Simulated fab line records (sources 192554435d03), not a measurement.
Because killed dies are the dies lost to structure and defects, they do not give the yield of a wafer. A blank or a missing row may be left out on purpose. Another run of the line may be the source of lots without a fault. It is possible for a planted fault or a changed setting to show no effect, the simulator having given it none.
fab line records	flow n5-finfet
[record] lots = 8	wafers = 23	last-day = 17
route steps=1938 shown FIN_SAQP@130 FIN_CUT@165 BEOL_M4@1111 PASSIVATION@1936
lots that met no fault: from a run of the same line without faults
start-h: hours from the record's first day to the start of the lot's first wafer shown	wait-h: hours since the lot's step before	" unchanged from the row above	L1.1+2: one row covering several wafers at once	- no value, or no start was given	* or withheld: withheld	< > ~ a bound
route shown NAME@n: names a module that has steps shown in the file, with the first one's number in the route	usual: mean/standard deviation taken from wafers without a fault	same: alike in all rows	chamber/n: place in a boat	sites: the reading at each site	_std_site: standard deviation across them	_edge_site: inner sites' mean taken away from outer sites' mean	radius-mm: how far each site lies from the wafer's centre	mask NAME#n: copy n	behind: the last tool/chamber to shape the wafer	hold: why the lot was held/for how many hours/how that ended	device: whichever transistor did not switch (one of n, p or np)	end of line: tests of these same wafers at the route's end	for a step that has no rows: nothing shown but its recipe	killed: the dies lost at the first sort to structure and to defects; this is not the yield of the wafer	map: per-die view of a wafer (x killed, . not killed, _ where there is no die)
set.NAME: the setting the step ran with; set.NAME@STEP: the setting that earlier step ran with	model.NAME: the simulator's own value behind a step, which no gauge read
the route's steps for a sample of lots (tables are steps, rows are wafers)
services: a tool's chamber out of use, with start hour (start-h, from the record's first day; less than 0 if before it), hours out, and reason
[[steps]]
[step N5_FIN_SAQP_ETCH_65]
[recipe] chemistry = CF4	target = SiO2	target-depth-a = 40	ion-energy-ev = 350	time-s = 4.4	pressure-mtorr = 10	icp-w = 800	bias-w = 400	cf4-flow-sccm = 80
[usual] chamber-pressure-mTorr = 10.000/0.0094	drypump-motor-current-A = 5.9/0.39	oes-product-au = 1.00/0.032	throttle-valve-pct = 21.8/0.34
lot.wafer	tool	chamber	start-h	wait-h	chamber-pressure-mTorr	drypump-motor-current-A	oes-product-au	rf-hours-counter-h	throttle-valve-pct
L904.2	rie-si-03	0	36.64	0.1	9.999	5.1	1.02	132	22.3
L904.4	"	1	"	"	9.989	6.2	0.99	89	21.6
L904.5	"	0	"	"	10.010	5.1	1.01	-	22.3
L907.4	rie-si-03	3	56.05	0.1	10.007	6.0	1.00	161	21.7
L907.5	"	0	"	"	10.009	5.1	1.01	-	22.3
L907.6	"	3	"	"	10.003	6.0	1.01	-	21.7
L913.3	rie-si-03	3	91.91	0.1	10.010	6.0	1.00	161	21.7
L913.4	"	2	"	"	10.006	5.5	1.02	115	21.3
L913.6	"	2	"	"	10.000	5.5	1.03	-	21.3
L914.1	rie-si-06	0	97.36	0.1	10.017	6.1	1.03	70	22.1
L914.5	"	1	"	"	9.994	6.4	0.98	-	21.9
L914.6	"	2	"	"	9.979	5.8	0.99	-	21.7
L915.1	rie-si-03	0	103.25	0.1	10.001	5.1	1.01	133	22.3
L915.2	"	3	"	"	10.010	6.0	1.01	161	21.7
L915.3	"	2	"	"	9.990	5.5	1.02	116	21.3
L920.3	rie-si-02	3	134.23	0.1	10.007	5.8	0.93	9	21.5
L920.4	"	1	"	"	10.000	5.7	0.96	26	22.4
L920.5	"	0	"	"	9.995	6.2	1.05	-	21.5
L921.1	rie-si-02	1	139.68	0.1	10.015	5.7	0.95	26	22.4
L921.3	"	2	"	"	10.005	5.6	1.01	146	21.6
L921.4	"	3	"	"	10.003	5.8	0.94	9	21.5
L922.1	rie-si-02	0	146.12	0.1	10.015	6.2	1.05	54	21.5
L922.4	"	1	"	"	9.997	5.6	0.96	26	22.4
[step N5_FIN_SAQP_ETCH_67]
[recipe] chemistry = CH3F/O2	target = SiNx	target-depth-a = 300	mask-material = SOC	pressure-mtorr = 30	source-w = 395	bias-w = 73	Ar_flow_sccm = 150	CH3F_flow_sccm = 30	O2_flow_sccm = 20	ion-energy-ev = 120
[usual] O2_flow_sccm = 19.99/0.061	chamber-pressure-mTorr = 29.998/0.026	drypump-motor-current-A = 5.67/0.27	oes-product-au = 0.81/0.11	rf-vpp-V = 297/6.6	showerhead-plenum-p-Torr = 1.98/0.066	throttle-valve-pct = 16.27/0.19
lot.wafer	tool	chamber	start-h	wait-h	O2_flow_sccm	chamber-pressure-mTorr	drypump-motor-current-A	oes-product-au	rf-hours-counter-h	rf-vpp-V	showerhead-plenum-p-Torr	throttle-valve-pct
L904.2	rie-diel-02	1	37.29	0.0	20.04	29.997	5.59	0.71	224	289	1.89	16.41
L904.4	"	3	"	"	19.93	29.964	6.08	0.77	125	296	1.99	16.04
L904.5	"	1	"	"	19.86	30.007	5.57	0.71	-	288	1.89	16.39
L907.4	rie-diel-01	2	57.05	0.0	20.07	29.958	5.83	0.82	84	291	1.96	16.16
L907.5	"	1	"	"	20.03	30.014	5.52	0.70	-	298	2.04	16.36
L907.6	"	0	"	"	19.95	29.973	5.64	0.95	-	296	1.97	16.27
L913.3	rie-diel-01	0	92.53	0.0	20.09	30.017	5.69	0.91	25	297	1.96	16.31
L913.4	"	3	"	"	20.04	29.976	5.53	0.69	222	295	1.89	16.28
L913.6	"	1	"	"	19.91	30.028	5.54	0.69	-	298	2.04	16.39
L914.1	rie-diel-06	3	97.99	0.0	19.96	30.016	5.27	0.88	41	312	1.97	16.62
L914.5	"	0	"	"	20.06	29.925	5.69	0.75	-	285	1.90	16.59
L914.6	"	3	"	"	19.94	29.988	5.25	0.88	-	311	1.97	16.64
L915.1	rie-diel-06	3	103.87	0.0	19.99	29.979	5.25	0.88	43	312	1.97	16.63
L915.2	"	2	"	"	20.07	30.007	5.14	0.97	10	305	2.04	16.18
L915.3	"	1	"	"	19.96	30.024	5.95	0.94	28	294	2.14	16.05
L920.3	rie-diel-02	3	134.85	0.0	20.11	29.972	6.10	0.74	169	297	1.97	16.15
L920.4	"	2	"	"	19.86	30.020	5.35	0.94	-	297	1.94	15.82
L920.5	"	0	"	"	20.02	29.974	5.98	0.88	-	305	2.02	16.30
L921.1	rie-diel-02	1	140.30	0.0	19.96	29.966	5.55	0.98	1	292	2.13	15.96
L921.3	"	0	"	"	19.92	29.990	5.94	0.87	58	305	2.02	16.32
L921.4	"	3	"	"	20.06	30.000	6.14	0.72	171	297	1.97	16.15
L922.1	rie-diel-06	0	146.75	0.0	20.06	30.041	5.70	0.74	152	286	1.90	16.60
L922.4	"	2	"	"	20.02	29.975	5.16	0.92	22	305	2.03	16.19
[step N5_FIN_SAQP_STRIP_77]
[recipe] chemistry = N2/H2	time-s = 90	power-w = 100	temp-c = 40	pressure-mtorr = 100	rf-frequency-hz = 6e+07	bias-power-w = 3	n2-flow-sccm = 300	h2-flow-sccm = 300
[usual] chamber-pressure-mTorr = 100.00/0.096	drypump-motor-current-A = 5.71/0.3	h2-flow-sccm = 300.1/0.92	oes-product-au = 0.81/0.11	rf-vpp-V = 45.1/0.88	showerhead-plenum-p-Torr = 3.37/0.12	throttle-valve-pct = 12.12/0.25
lot.wafer	tool	chamber	start-h	wait-h	chamber-pressure-mTorr	drypump-motor-current-A	h2-flow-sccm	oes-product-au	rf-hours-counter-h	rf-vpp-V	showerhead-plenum-p-Torr	throttle-valve-pct
L904.2	rie-diel-01	1	38.21	0.0	99.99	5.52	299.1	0.69	205	44.1	3.54	12.58
L904.4	"	2	"	"	100.06	5.87	299.7	0.81	80	45.8	3.27	12.00
L904.5	"	2	"	"	100.14	5.86	300.8	0.81	-	44.7	3.27	11.99
L907.4	rie-diel-02	3	58.52	0.0	100.09	6.14	300.6	0.76	-	43.9	3.36	11.95
L907.5	"	1	"	"	99.86	5.56	300.2	0.72	-	44.2	3.22	12.37
L907.6	"	2	"	"	99.96	5.38	300.4	0.70	-	44.0	3.36	12.30
L913.3	rie-diel-02	3	94.51	0.0	100.03	6.13	300.5	0.74	152	44.4	3.35	12.00
L913.4	"	1	"	"	100.04	5.58	299.4	0.70	-	45.8	3.21	12.42
L913.6	"	0	"	"	100.12	5.97	301.0	0.91	-	45.5	3.47	12.16
L914.1	rie-diel-01	3	99.94	0.0	100.01	5.49	299.4	0.68	225	45.1	3.20	12.17
L914.5	"	2	"	"	100.00	5.87	300.9	0.78	-	45.4	3.26	12.02
L914.6	"	3	"	"	99.99	5.53	299.7	0.67	-	44.5	3.20	12.19
L915.1	rie-diel-06	1	104.81	0.0	100.16	5.99	298.9	0.94	28	45.4	3.58	11.71
L915.2	"	3	"	"	100.07	5.29	301.5	0.88	43	45.2	3.29	12.31
L915.3	"	2	"	"	100.07	5.13	299.9	0.94	10	46.1	3.42	11.91
L920.3	rie-diel-02	0	135.87	0.0	100.02	5.99	300.1	0.88	56	44.9	3.46	12.21
L920.4	"	0	"	"	100.11	5.99	300.3	0.87	-	45.3	3.46	12.20
L920.5	"	2	"	"	99.84	5.35	300.3	0.94	-	45.3	3.35	11.72
L921.1	rie-diel-02	1	141.28	0.0	99.95	5.54	300.9	1.00	2	46.5	3.61	11.77
L921.3	"	3	"	"	100.28	6.11	301.6	0.73	171	44.1	3.34	12.06
L921.4	"	0	"	"	100.13	5.97	299.5	0.87	58	45.8	3.46	12.21
L922.1	rie-diel-02	0	147.83	0.0	99.86	5.94	299.7	0.88	61	45.7	3.45	12.22
L922.4	"	1	"	"	99.89	5.58	300.4	0.98	4	45.0	3.61	11.79
[step N5_FIN_SAQP_FIN_ETCH_36]
[recipe] chemistry = HBr/Cl2/O2	target-depth-a = 1200	mask-material = SiNx	time-s = 50.4	bias-w = 102	pressure-mtorr = 10	icp-w = 800	HBr_flow_sccm = 150	Cl2_flow_sccm = 80	O2_flow_sccm = 12
[usual] O2_flow_sccm = 12.00/0.036	chamber-pressure-mTorr = 10.001/0.0095	drypump-motor-current-A = 6.0/0.38	oes-product-au = 1.004/0.026	throttle-valve-pct = 36.0/0.47
lot.wafer	tool	chamber	start-h	wait-h	O2_flow_sccm	chamber-pressure-mTorr	drypump-motor-current-A	oes-product-au	rf-hours-counter-h	throttle-valve-pct
L904.2	rie-si-02	1	38.40	0.0	12.01	9.996	5.7	0.979	25	36.6
L904.4	"	0	"	"	11.97	9.991	6.2	1.054	52	35.6
L904.5	"	1	"	"	12.01	9.995	5.7	0.986	-	36.5
L907.4	rie-si-03	0	58.67	0.0	12.04	9.993	5.1	1.019	132	36.9
L907.5	"	2	"	"	11.91	9.995	5.5	1.029	-	35.2
L907.6	"	3	"	"	11.99	10.008	6.0	1.022	-	35.8
L913.3	rie-si-03	1	94.70	0.0	12.00	10.000	6.2	0.993	90	35.7
L913.4	"	0	"	"	12.08	10.002	5.1	1.004	133	36.9
L913.6	"	1	"	"	12.02	9.989	6.2	0.997	-	35.6
L914.1	rie-si-03	0	100.13	0.0	11.97	10.009	5.1	1.000	133	36.9
L914.5	"	0	"	"	12.02	9.994	5.1	0.999	-	37.0
L914.6	"	1	"	"	11.97	9.992	6.2	1.005	-	35.6
L915.1	rie-si-02	1	105.01	0.0	12.00	10.007	5.6	0.973	25	36.6
L915.2	"	0	"	"	11.97	9.989	6.2	1.049	53	35.6
L915.3	"	2	"	"	12.00	9.996	5.6	1.019	145	36.1
L920.3	rie-si-02	0	136.06	0.0	11.97	10.009	6.2	1.041	54	35.6
L920.4	"	2	"	"	11.98	10.016	5.6	1.011	146	36.2
L920.5	"	3	"	"	12.00	10.004	5.8	0.954	-	35.6
L921.1	rie-si-03	3	141.48	0.0	12.03	10.010	6.0	1.017	162	35.8
L921.3	"	2	"	"	12.02	9.996	5.5	1.021	116	35.2
L921.4	"	0	"	"	11.96	9.995	5.0	1.017	134	36.9
L922.1	rie-si-06	1	148.02	0.0	11.99	9.995	6.4	0.982	74	36.2
L922.4	"	2	"	"	12.05	10.008	5.8	0.997	170	35.8
[step N5_FIN_SAQP_INSPECT_40]
[recipe] inspect-instrument = brightfield	mode = aei
[usual] raw-defect-count = 224/65
lot.wafer	tool	chamber	start-h	wait-h	raw-defect-count
L904.2	defect-inspect-02	-	38.65	0.0	138
L904.4	"	-	"	"	248
L904.5	"	-	"	"	239
L907.4	defect-inspect-02	-	58.94	0.0	178
L907.5	"	-	"	"	178
L907.6	"	-	"	"	218
L913.3	defect-inspect-02	-	94.95	0.0	664
L913.4	"	-	"	"	722
L913.6	"	-	"	"	655
L914.1	defect-inspect-02	-	100.41	0.0	313
L914.5	"	-	"	"	332
L914.6	"	-	"	"	233
L915.1	defect-inspect-02	-	105.25	0.0	620
L915.2	"	-	"	"	626
L915.3	"	-	"	"	750
L920.3	defect-inspect-02	-	136.32	0.0	145
L920.4	"	-	"	"	144
L920.5	"	-	"	"	151
L921.1	defect-inspect-02	-	141.73	0.0	221
L921.3	"	-	"	"	103
L921.4	"	-	"	"	189
L922.1	defect-inspect-01	-	148.27	0.0	370
L922.4	"	-	"	"	216
[step N5_FIN_CUT_INSPECT_10]
[recipe] mode = adi	inspect-instrument = brightfield
[usual] raw-defect-count = 44/13
lot.wafer	tool	chamber	start-h	wait-h	raw-defect-count
L904.2	defect-inspect-01	-	39.17	0.0	37
L904.4	"	-	"	"	58
L904.5	"	-	"	"	37
L907.4	defect-inspect-01	-	59.46	0.0	47
L907.5	"	-	"	"	35
L907.6	"	-	"	"	35
L913.3	defect-inspect-02	-	95.34	0.0	529
L913.4	"	-	"	"	541
L913.6	"	-	"	"	525
L914.1	defect-inspect-01	-	100.80	0.1	54
L914.5	"	-	"	"	53
L914.6	"	-	"	"	36
L915.1	defect-inspect-02	-	105.65	0.1	490
L915.2	"	-	"	"	488
L915.3	"	-	"	"	524
L920.3	defect-inspect-01	-	136.74	0.0	35
L920.4	"	-	"	"	22
L920.5	"	-	"	"	28
L921.1	defect-inspect-01	-	142.12	0.1	43
L921.3	"	-	"	"	19
L921.4	"	-	"	"	40
L922.1	defect-inspect-02	-	148.79	0.1	46
L922.4	"	-	"	"	41
[step N5_FIN_CUT_INSPECT_17]
[recipe] inspect-instrument = brightfield	mode = aei
[usual] raw-defect-count = 231/63
lot.wafer	tool	chamber	start-h	wait-h	raw-defect-count
L904.2	defect-inspect-01	-	40.12	0.0	149
L904.4	"	-	"	"	249
L904.5	"	-	"	"	242
L907.4	defect-inspect-02	-	60.45	0.0	179
L907.5	"	-	"	"	208
L907.6	"	-	"	"	224
L913.3	defect-inspect-01	-	96.40	0.0	672
L913.4	"	-	"	"	731
L913.6	"	-	"	"	673
L914.1	defect-inspect-02	-	101.85	0.0	316
L914.5	"	-	"	"	336
L914.6	"	-	"	"	226
L915.1	defect-inspect-02	-	106.60	0.0	637
L915.2	"	-	"	"	629
L915.3	"	-	"	"	755
L920.3	defect-inspect-02	-	137.69	0.0	153
L920.4	"	-	"	"	159
L920.5	"	-	"	"	165
L921.1	defect-inspect-01	-	143.23	0.0	238
L921.3	"	-	"	"	112
L921.4	"	-	"	"	210
L922.1	defect-inspect-01	-	149.73	0.0	383
L922.4	"	-	"	"	214
[step N5_BEOL_M4_RC_MEAS_101]
[usual] DIBL_N = 36.2/2.2	DIBL_P = 36.1/2.8	IOFF_N = 0.16/0.041	IOFF_P = 0.21/0.047	ION_N = 676/16	ION_P = 463/11	SS_N = 71.6/0.78	SS_P = 73.3/0.86	VT_N = 249/3.8	VT_P = -251/3.9
lot.wafer	tool	chamber	start-h	wait-h	DIBL_N[mV/V]	DIBL_P[mV/V]	IOFF_N[nA/um]	IOFF_P[nA/um]	ION_N[uA/um]	ION_P[uA/um]	SS_N[mV/dec]	SS_P[mV/dec]	VT_N[mV]	VT_P[mV]
L904.2	prober-02	0	196.50	0.2	36.2	35.8	0.18	0.24	684	471	71.6	73.8	245	-246
L904.4	"	0	"	"	35.3	35.2	0.15	0.22	675	465	71.0	73.2	252	-248
L904.5	"	0	"	"	36.0	35.4	0.15	0.23	666	466	71.3	73.2	254	-249
L907.4	prober-01	0	204.85	0.5	40.0	39.7	0.23	0.24	689	455	72.8	74.9	244	-251
L907.5	"	0	"	"	38.2	38.1	0.17	0.21	662	449	72.8	73.2	248	-254
L907.6	"	0	"	"	34.4	33.4	0.12	0.16	680	463	70.5	72.3	255	-255
L913.3	prober-01	0	243.53	0.3	37.2	36.5	0.19	0.20	695	472	71.7	73.8	246	-254
L913.4	"	0	"	"	34.2	34.1	0.13	0.17	646	446	70.3	72.6	250	-256
L913.6	"	0	"	"	35.3	36.3	0.16	0.21	665	454	71.2	73.6	247	-252
L915.1	prober-01	0	246.21	0.0	40.1	40.9	0.24	0.29	682	467	73.4	75.0	244	-249
L915.2	"	0	"	"	32.8	31.5	0.11	0.14	653	451	70.9	72.2	253	-257
L915.3	"	0	"	"	34.9	33.2	0.13	0.16	673	459	72.8	73.1	251	-255
L914.1	prober-01	0	249.43	0.0	36.7	36.4	0.18	0.21	674	456	72.4	72.4	248	-252
L914.5	"	0	"	"	33.6	32.9	0.12	0.16	659	449	71.2	72.3	252	-253
L914.6	"	0	"	"	37.7	39.6	0.19	0.26	674	459	72.6	74.1	247	-247
L921.1	prober-02	0	290.51	0.0	38.1	35.3	0.15	0.14	666	438	72.8	72.7	253	-260
L921.3	"	0	"	"	38.1	37.2	0.18	0.17	674	453	71.8	73.1	247	-254
L921.4	"	0	"	"	36.2	35.0	0.13	0.15	666	450	70.9	73.0	252	-258
L920.3	prober-02	0	296.91	0.3	39.9	38.6	0.23	0.29	683	470	73.2	72.8	245	-242
L920.4	"	0	"	"	32.8	31.0	0.10	0.16	667	463	70.8	71.9	253	-255
L920.5	"	0	"	"	35.3	33.6	0.13	0.20	672	472	71.3	72.5	252	-249
L922.1	prober-01	0	303.48	0.0	36.5	37.7	0.16	0.24	677	474	70.9	74.4	250	-249
L922.4	"	0	"	"	38.7	38.0	0.18	0.24	679	467	71.6	74.2	252	-249
[step N5_PASSIVATION_PROBE_49]
[usual] defect-limited-yield = 91.4/1.4	killed_at_M0_to_M3 = 33/10	killed_at_M4_up = 14/6.1	killed-at-contacts = 14/6.1	killed-at-front-end = 38/9.7	killed-at-other = 3.1/2.9	killed-dies = 102/17	killed-on-rim = 14/4.1	killed-open = 67/13	killed-short = 32/8	sort_bin_5_function = 5.1/0.94	sort_bin_6_memory = 3.2/0.68	sort_bin_8_speed = 0.02/0.17	sort-n-pass = 1078/17	sort-yield-pct = 91.3/1.5
[same] gross-dies = 1180	killed-at-back-side = 0	sort_bin_4_leakage[%] = 0
lot.wafer	tool	chamber	start-h	wait-h	defect-limited-yield[%]	killed_at_M0_to_M3	killed_at_M4_up	killed-at-contacts	killed-at-front-end	killed-at-other	killed-dies	killed-on-rim	killed-open	killed-short	sort_bin_5_function[%]	sort_bin_6_memory[%]	sort_bin_8_speed[%]	sort-n-pass	sort-yield-pct[%]
L913.3	prober-01	-	346.63	0.1	81.4	44	9	16	151	0	220	19	68	30	11.6	4.5	0	960	81.4
L913.4	prober-01	-	346.68	0.2	83.9	31	9	13	134	3	190	35	56	34	10.0	3.1	0	990	83.9
L913.6	prober-01	-	346.78	0.3	83.3	37	11	25	118	6	197	32	74	35	9.2	5.4	0	983	83.3
L914.1	prober-01	-	350.99	0.0	89.8	44	12	14	46	4	120	23	66	54	5.9	3.9	0	1060	89.8
L914.5	prober-01	-	351.19	0.2	91.7	34	13	13	35	3	98	6	70	28	5.4	2.6	0	1082	91.7
L914.6	prober-01	-	351.24	0.3	88.8	59	16	23	27	7	132	15	90	40	6.3	4.2	0	1048	88.8
L915.1	prober-02	-	373.02	0.0	81.9	48	12	13	135	5	213	18	66	38	13.0	3.6	0	967	81.9
L915.2	prober-02	-	373.07	0.1	86.3	21	9	7	123	2	162	13	34	19	9.7	2.5	0	1018	86.3
L915.3	prober-02	-	373.12	0.1	83.3	43	14	7	131	2	197	39	55	33	10.0	3.6	0	983	83.3
// killed by level:class
L913.3 FIN_SAQP:unspecified=119 MOL_CONTACT_COAG:geometric-particle:open=15 BEOL_M0_SAQP:geometric-particle:open=11 BEOL_M3:geometric-particle:open=11 BEOL_M0_SAQP:geometric-particle:short=10 BEOL_M2:geometric-particle:open=6 FIN_SAQP:geometric-particle:short=5 DUMMY_GATE:geometric-particle:open=5
L913.4 FIN_SAQP:unspecified=95 MOL_CONTACT_COAG:geometric-particle:open=8 STI_FIN_REVEAL:geometric-particle:open=7 DUMMY_GATE:geometric-particle:open=7 BEOL_M2:geometric-particle:open=7 BEOL_M0_SAQP:geometric-particle:open=6 BEOL_M3:geometric-particle:open=6 MOL_CONTACT_COAG:geometric-particle:short=5
L913.6 FIN_SAQP:unspecified=87 MOL_CONTACT_COAG:geometric-particle:open=17 BEOL_M0_SAQP:geometric-particle:open=13 MOL_CONTACT_COAG:geometric-particle:short=8 BEOL_M0_SAQP:geometric-particle:short=8 BEOL_M2:geometric-particle:short=8 FIN_SAQP:geometric-particle:short=6 STI_FIN_REVEAL:geometric-particle:open=6
L914.1 MOL_CONTACT_COAG:geometric-particle:open=11 DUMMY_GATE:geometric-particle:open=9 GATE_CUT:geometric-particle:short=9 BEOL_M0_SAQP:geometric-particle:short=9 BEOL_M4:geometric-particle:open=8 FIN_SAQP:geometric-particle:short=7 BEOL_M2:geometric-particle:open=6 BEOL_M3:geometric-particle:open=6
L914.5 FIN_SAQP:geometric-particle:open=12 MOL_CONTACT_COAG:geometric-particle:open=11 BEOL_M4:geometric-particle:open=8 BEOL_M3:geometric-particle:open=8 BEOL_M0_SAQP:geometric-particle:open=7 BEOL_M1:geometric-particle:open=7 FIN_SAQP:geometric-particle:short=6 GATE_CUT:geometric-particle:short=6
L914.6 MOL_CONTACT_COAG:geometric-particle:open=18 BEOL_M1:geometric-particle:open=15 BEOL_M0_SAQP:geometric-particle:short=10 BEOL_M4:geometric-particle:open=10 BEOL_M2:geometric-particle:open=9 STI_FIN_REVEAL:geometric-particle:open=6 BEOL_M3:geometric-particle:open=6 MOL_CONTACT_COAG:geometric-particle:short=5
L915.1 FIN_SAQP:unspecified=109 BEOL_M2:geometric-particle:open=11 BEOL_M0_SAQP:geometric-particle:short=9 MOL_CONTACT_COAG:geometric-particle:open=7 BEOL_M0_SAQP:geometric-particle:open=7 MOL_CONTACT_COAG:geometric-particle:short=6 BEOL_M3:geometric-particle:open=6 STI_FIN_REVEAL:geometric-particle:open=4
L915.2 FIN_SAQP:unspecified=109 MOL_CONTACT_COAG:geometric-particle:open=6 DUMMY_GATE:geometric-particle:open=5 BEOL_M1:geometric-particle:open=4 BEOL_M2:geometric-particle:open=4 DUMMY_GATE:geometric-particle:short=3 BEOL_M0_SAQP:geometric-particle:short=3 BEOL_M0_SAQP:geometric-particle:open=3
L915.3 FIN_SAQP:unspecified=94 HKMG_FIN:area-etch=15 BEOL_M1:geometric-particle:open=14 BEOL_M0_SAQP:geometric-particle:short=13 FIN_SAQP:geometric-particle:open=7 BEOL_M0_SAQP:geometric-particle:open=7 STARTING-WAFER:geometric-particle:short=5 FIN_SAQP:geometric-particle:short=4
[[services]]
tool	chamber	start-h	hours	kind
rie-diel-01	3	29.36	3.0	repair
rie-diel-06	3	30.44	18.3	repair
rie-si-02	-	32.63	0.2	repair
rie-diel-02	-	35.94	0.7	repair
rie-diel-01	2	43.46	8.9	repair
rie-diel-06	1	43.71	4.5	repair
rie-diel-06	-	47.01	29.9	repair
rie-si-02	-	47.42	14.6	pm
rie-diel-02	0	54.26	6.2	repair
rie-si-02	0	68.90	1.9	repair
rie-diel-02	1	73.48	4.4	repair
rie-si-02	1	75.97	8.1	repair
rie-diel-01	-	76.56	0.5	repair
rie-diel-02	2	91.30	-	clean
rie-diel-02	2	91.30	-	consumable-replace:focus-ring
rie-diel-02	2	91.30	27.5	scheduled-down
rie-diel-02	2	91.30	27.5	vent-cycle
rie-diel-06	0	99.42	8.1	repair
rie-diel-02	1	118.99	-	clean
rie-diel-02	1	118.99	-	consumable-replace:focus-ring
rie-diel-02	1	118.99	-	consumable-replace:showerhead
rie-si-03	-	121.76	14.6	pm
rie-diel-06	-	140.11	2.3	repair
rie-diel-01	0	144.40	8.7	repair
[[key]]
[first-sign] step = N5_FIN_SAQP_INSPECT_40	reading = raw-defect-count	direction = up	sigmas = 7	usual = 224	struck = 673
[effect] step = N5_FIN_CUT_INSPECT_10	reading = raw-defect-count	direction = up	sigmas = 36	usual = 44	struck = 516
[effect] step = N5_FIN_CUT_INSPECT_17	reading = raw-defect-count	direction = up	sigmas = 7.2	usual = 231	struck = 683
[effect] step = N5_PASSIVATION_PROBE_49	reading = killed-at-front-end	direction = up	sigmas = 9.7	usual = 38	struck = 132
[more-kills-born-at] N5_FIN_SAQP_ETCH_65@rie-si-03 = 613
met-at N5_FIN_SAQP_ETCH_65
struck-lots L913,L915
[baseline-loss] step = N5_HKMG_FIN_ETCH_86	wafers = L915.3
not-acting-at N5_FIN_SAQP_ETCH_67,N5_FIN_SAQP_STRIP_77,N5_FIN_SAQP_FIN_ETCH_36
onset-between 56.05 91.91
[fault] kind = chamber-particle-source	tool = rie-si-03	chamber = -	onset-h = 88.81	steps = N5_FIN_SAQP_ETCH_65	rate-per-visit-cm2 = 0.77861	end-h = 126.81
// baseline-loss: these wafers lose ten dies or more at that step, a loss of the line's own and not of a fault; the sort's usual values leave them out
